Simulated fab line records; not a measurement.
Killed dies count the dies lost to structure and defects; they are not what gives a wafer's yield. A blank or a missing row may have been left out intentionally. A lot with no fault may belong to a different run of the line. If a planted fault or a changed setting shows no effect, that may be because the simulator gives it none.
8D (eight disciplines) problem report, filled in by code -- flow n5Finfet -- the parts of the form that need people (team, actions taken, sign-off) are left out

== 1. PROBLEM STATEMENT ==
Mean of susceptorTempC at N5_BEOL_M11_ILD_DEP_00: 296.59 C across 6 wafers in 2 lots; on wafers with no fault it is 299.97 C (standard deviation 0.18). That is -19 standard deviations from the usual mean.
The step: deposits SiCOH lowk from DEMS/porogen, target thk 308.51 nm, time 58 s.
First observed at day 14 10:17: wafer L587.1, on pecvd-01. The record holds 36 wafers of 12 lots with a number at this step. Rule for "out" (also "out of limits"): further than 4 standard deviations from the usual mean. All remaining wafers that have a number are taken as sound.

== 2. WHAT IT IS, WHAT IT ISN'T ==
question,is,is not
which readings at this step,susceptorTempC,"heaterPowerW, showerheadPlenumPTorr, throttleValvePct"
which lots,"L587, L591","L574, L576, L577, L578, L580, L586, L593, L594, L595, L596"
which wafers of those lots,all that have a number,-
read on which tools,pecvd-01,"pecvd-03, pecvd-04"
when,from day 14 10:17,"up to then (18 sound wafers); but 12 sound wafers of L593, L594, L595, L596 came after"

== 3. WHAT RULES OUT EACH SUSPECT ==
Counting: a tool stays on the suspect list if, at a process step up to the reading, it processed all lots that are out and no sound lot following the first of them.
- pecvd-01 at N5_BEOL_M11_ILD_DEP_00 (deposits SiCOH lowk from DEMS/porogen, target thk 308.51 nm, time 58 s): kept. It ran every lot that is out, first L587 (day 14 10:17), and no sound lot after that; its last sound lot up to then is L586 (day 13 15:13). Its own susceptorTempC readings are out on those wafers.
The count leaves pecvd-01 at N5_BEOL_M11_ILD_DEP_00.

== 4. THE CAUSE (what the simulator had put in) ==
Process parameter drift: pecvd-01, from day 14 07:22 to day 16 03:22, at N5_BEOL_M11_ILD_DEP_00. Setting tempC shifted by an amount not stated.
After counting, this tool was the only one left.

== 5. SEQUENCE OF EFFECTS, ordered by route ==
One row per reading whose mean, taken over the struck wafers that have a number, lies over 3 standard deviations from the usual. Scope: only readings with a usual standard deviation given in the record; hours: median across lots of the time from each lot's start at the first step in this table that gives one to its start at this step; sigmas: change in usual standard deviations.
hours,step,reading,usual,on struck wafers,change,sigmas
0,N5_BEOL_M11_ILD_DEP_00,susceptorTempC,299.97 C,296.59,-3.38,-19
The process steps in it:
- N5_BEOL_M11_ILD_DEP_00: deposits SiCOH lowk from DEMS/porogen, target thk 308.51 nm, time 58 s.

== 6. HOW IT WOULD HAVE BEEN CAUGHT EARLIER ==
In this record the first reading out of limits was taken at day 14 10:17, 3 hours after the fault began at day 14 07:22.
